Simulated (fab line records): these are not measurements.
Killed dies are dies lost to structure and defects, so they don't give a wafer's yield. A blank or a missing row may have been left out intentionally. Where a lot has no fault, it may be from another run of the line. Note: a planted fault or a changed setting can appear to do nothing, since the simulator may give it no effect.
The tool behind it: which one? ; flow nandHarc ; Sampling: 24 lots, 72 wafers, 3 of 1302 route steps

## WHAT THE GAUGES SHOWED, per wafer
NHARC_A_CONTACT_CD_MEAS_53. Usual: cdNm at 289.5 nm, with a standard deviation of 0.66.
lot;measured;on;cdNm (nm);flag
L075;day 22 02:50;cdSem-01;289.3 289.9 289.0;
L074;day 22 03:31;cdSem-03;290.3 290.2 289.9;
L076;day 22 10:01;cdSem-03;289.1 289.1 289.3;
L077;day 22 18:31;cdSem-03;289.6 289.5 290.0;
L079;day 23 08:25;cdSem-02;290.0 290.2 290.3;
L078;day 23 09:04;cdSem-02;290.2 290.5 290.7;
L080;day 24 09:45;cdSem-03;288.9 288.7 289.0;
L082;day 25 16:11;cdSem-03;288.1 287.9 288.1;
L081;day 25 16:25;cdSem-02;288.6 288.7 288.4;
L083;day 25 20:57;cdSem-02;289.9 290.4 289.9;
L084;day 25 23:39;cdSem-02;288.7 288.6 289.7;
L085;day 26 19:07;cdSem-03;289.8 289.9 289.8;
L086;day 26 20:05;cdSem-01;289.4 289.6 289.0;
L088;day 27 16:39;cdSem-02;289.8 290.1 289.6;
L089;day 27 19:20;cdSem-03;288.3 288.2 288.7;
L087;day 27 23:35;cdSem-01;288.7 289.1 289.0;
L090;day 29 02:07;cdSem-01;289.3 289.2 289.7;
L091;day 29 09:43;cdSem-01;289.9 289.8 289.9;
L092;day 29 10:05;cdSem-01;289.9 289.6 290.5;
L093;day 30 20:12;cdSem-01;289.1 289.3 289.7;
L094;day 30 20:22;cdSem-03;290.0 289.9 289.4;
L095;day 30 21:51;cdSem-03;290.1 290.7 290.9;
L096;day 31 12:21;cdSem-02;289.6 289.6 290.4;
L097;day 31 13:10;cdSem-02;289.8 289.7 290.0;

## WHICH TOOL RAN EACH LOT (tool, then ch and the chambers of the sampled wafers, then the start)
lot;NHARC_A_CONTACT_ETCH_48;NHARC_A_CONTACT_ETCH_120
L075;rieDiel-04 ch 0,1,3, day 21 21:39;harCapEtch-02 ch 0,1, day 22 01:08
L074;rieDiel-07 ch 0,1,3, day 21 22:22;harCapEtch-03 ch 0,1, day 22 01:51
L076;rieDiel-07 ch 1,3, day 22 05:01;harCapEtch-02 ch 0, day 22 08:20
L077;rieDiel-04 ch 0,1,2, day 22 13:30;harCapEtch-02 ch 1, day 22 16:48
L079;rieDiel-04 ch 1,3, day 23 03:24;harCapEtch-03 ch 1, day 23 06:43
L078;rieDiel-09 ch 0,1,2, day 23 03:56;harCapEtch-02 ch 0,1, day 23 07:20
L080;rieDiel-09 ch 0,2, day 24 04:36;harCapEtch-02 ch 0,1, day 24 08:05
L082;rieDiel-09 ch 0,1, day 25 11:11;harCapEtch-02 ch 0,1, day 25 14:29
L081;rieDiel-07 ch 0,1,3, day 25 11:22;harCapEtch-03 ch 0,1, day 25 14:39
L083;rieDiel-09 ch 0,1, day 25 15:56;harCapEtch-01 ch 0,1, day 25 19:15
L084;rieDiel-04 ch 0,3, day 25 18:38;harCapEtch-02 ch 0,1, day 25 21:58
L085;rieDiel-09 ch 0,2,3, day 26 14:04;harCapEtch-02 ch 0,1, day 26 17:25
L086;rieDiel-04 ch 0,2, day 26 15:04;harCapEtch-03 ch 0,1, day 26 18:22
L088;rieDiel-04 ch 0,2, day 27 11:38;harCapEtch-01 ch 0,1, day 27 14:58
L089;rieDiel-07 ch 1,2,3, day 27 13:28;harCapEtch-03 ch 0,1, day 27 17:17
L087;rieDiel-09 ch 0,2,3, day 27 17:24;harCapEtch-02 ch 0,1, day 27 21:13
L090;rieDiel-04 ch 0,2,3, day 28 19:15;harCapEtch-02 ch 0,1, day 28 23:40
L091;rieDiel-07 ch 0,3, day 29 04:43;harCapEtch-01 ch 0, day 29 08:01
L092;rieDiel-04 ch 0,2,3, day 29 05:02;harCapEtch-03 ch 0, day 29 08:22
L093;rieDiel-07 ch 0,1, day 30 14:50;harCapEtch-02 ch 0,1, day 30 18:32
L094;rieDiel-09 ch 1,2,3, day 30 15:20;harCapEtch-01 ch 0,1, day 30 18:39
L095;rieDiel-07 ch 0,1,3, day 30 16:30;harCapEtch-03 ch 1, day 30 20:09
L096;rieDiel-04 ch 2,3, day 31 07:04;harCapEtch-02 ch 0,1, day 31 10:37
L097;rieDiel-04 ch 1,3, day 31 07:25;harCapEtch-01 ch 0,1, day 31 11:29
- NHARC_A_CONTACT_ETCH_48: etches the open film in CF4, target depth 39 nm, time 65 s.
- NHARC_A_CONTACT_ETCH_120: etches the open film in C4F8/O2/Ar, time 190 s, target depth 1850 nm.

## AS READ BY THE TOOLS THEMSELVES (means over the sampled wafers that have a number; for cases with no such wafer, the mark the record gives instead)
NHARC_A_CONTACT_ETCH_48. Usual: drypumpMotorCurrentA 6.1 A, standard deviation 0.43; oesProductAu 1.001 a.u., standard deviation 0.0076; rfVppV 151.0 V, standard deviation 1.1; showerheadPlenumPTorr 1.76 Torr, standard deviation 0.075; throttleValvePct 13.284 %, standard deviation 0.0095.
lot;tool;drypumpMotorCurrentA (A);oesProductAu (a.u.);rfVppV (V);showerheadPlenumPTorr (Torr);throttleValvePct (%);flag
L075;rieDiel-04;6.3;0.999;149.9;1.73;13.286;
L074;rieDiel-07;5.7;0.989;151.6;1.79;13.283;
L076;rieDiel-07;5.4;0.993;151.3;1.76;13.289;
L077;rieDiel-04;6.4;0.998;150.8;1.72;13.281;
L079;rieDiel-04;6.5;1.001;151.7;1.78;13.274;
L078;rieDiel-09;6.0;0.999;150.9;1.69;13.281;
L080;rieDiel-09;5.8;0.996;149.6;1.68;13.275;
L082;rieDiel-09;5.9;0.991;150.3;1.70;13.279;
L081;rieDiel-07;5.7;1.006;151.4;1.78;13.286;
L083;rieDiel-09;5.8;1.003;149.8;1.70;13.285;
L084;rieDiel-04;6.0;1.000;152.0;1.77;13.291;
L085;rieDiel-09;5.7;0.996;150.0;1.74;13.288;
L086;rieDiel-04;6.2;0.999;151.1;1.83;13.286;
L088;rieDiel-04;6.2;0.991;152.0;1.83;13.292;
L089;rieDiel-07;5.8;1.002;151.7;1.77;13.280;
L087;rieDiel-09;5.7;0.989;150.8;1.74;13.278;
L090;rieDiel-04;6.1;0.999;151.2;1.76;13.283;
L091;rieDiel-07;5.7;1.005;150.7;1.75;13.288;
L092;rieDiel-04;6.1;1.007;151.2;1.76;13.288;
L093;rieDiel-07;6.1;0.999;150.2;1.82;13.280;
L094;rieDiel-09;6.1;1.006;150.3;1.74;13.292;
L095;rieDiel-07;5.8;1.003;151.4;1.77;13.279;
L096;rieDiel-04;6.3;1.006;150.8;1.69;13.296;
L097;rieDiel-04;6.2;1.000;150.5;1.73;13.294;

## THE ANSWER, worked out from the rows above alone
Rule: lot off if the mean of its wafers having a number is beyond 3 standard deviations from the usual mean. Also off: a lot with no number at a reading for which 4 or more lots have one. All remaining lots with rows at the step are treated as sound. Order of review: gauges by route order, followed by the tools' own readings, for which a lot's mean as printed above is used. The first step at which some lot is off is used, and at that step the reading that is off furthest; a lot without a number counts as furthest.
No lot is off at any reading shown: from this, nothing can be told.

## WHAT THE SIMULATOR PUT IN
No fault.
